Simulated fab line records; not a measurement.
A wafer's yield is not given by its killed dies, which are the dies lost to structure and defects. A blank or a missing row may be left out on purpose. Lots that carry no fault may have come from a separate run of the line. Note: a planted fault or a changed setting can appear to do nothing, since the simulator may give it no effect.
Matching of chambers	flow nand_harc	NHARC_A_BONDPAD_CMP_29 on cmp-01 has 4 sister chambers
The step polishes SiCN, target thk 200 nm. 4 wafers are shown with their chamber, then 8 later ones without.

== WAFERS WITH THEIR CHAMBER ==
wafer	chamber	motor_current_A (A)
L825.5	1	10.1
L832.4	2	13.2
L832.5	3	12.7
L836.1	0	12.0

== WAFERS MISSING THEIR CHAMBER ==
wafer	motor_current_A (A)
L836.2	12.4
L836.4	12.3
L838.1	12.5
L838.4	9.9
L838.5	13.3
L840.3	12.0
L840.4	12.6
L840.6	12.7

== THE CHAMBER EACH PASSED THROUGH ==
wafer	from the rows above	in truth
L836.2	can't be placed: 3 or 0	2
L836.4	can't be placed: 0 or 3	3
L838.1	can't be placed: 3 or 0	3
L838.4	1	1
L838.5	2	2
L840.3	0	0
L840.4	3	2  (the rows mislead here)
L840.6	3	3
4 of 8 placed correctly. These rows do not allow placing 3 (true chamber among the candidates in 2). Placed wrongly: 1.
How it was worked out, from the rows above alone: a wafer's distance from a chamber is the root of the sum, over the readings, of the square of ((its reading less the chamber's mean) divided by the reading's scatter). The wafer belongs to the nearest chamber; if the next one is less than 2 further off, it can't be placed. The mean given for a chamber averages the wafers shown for that chamber. The scatter: with one shown wafer a chamber, the root of the mean of the squares of how far each hidden wafer lies from its nearest shown one.
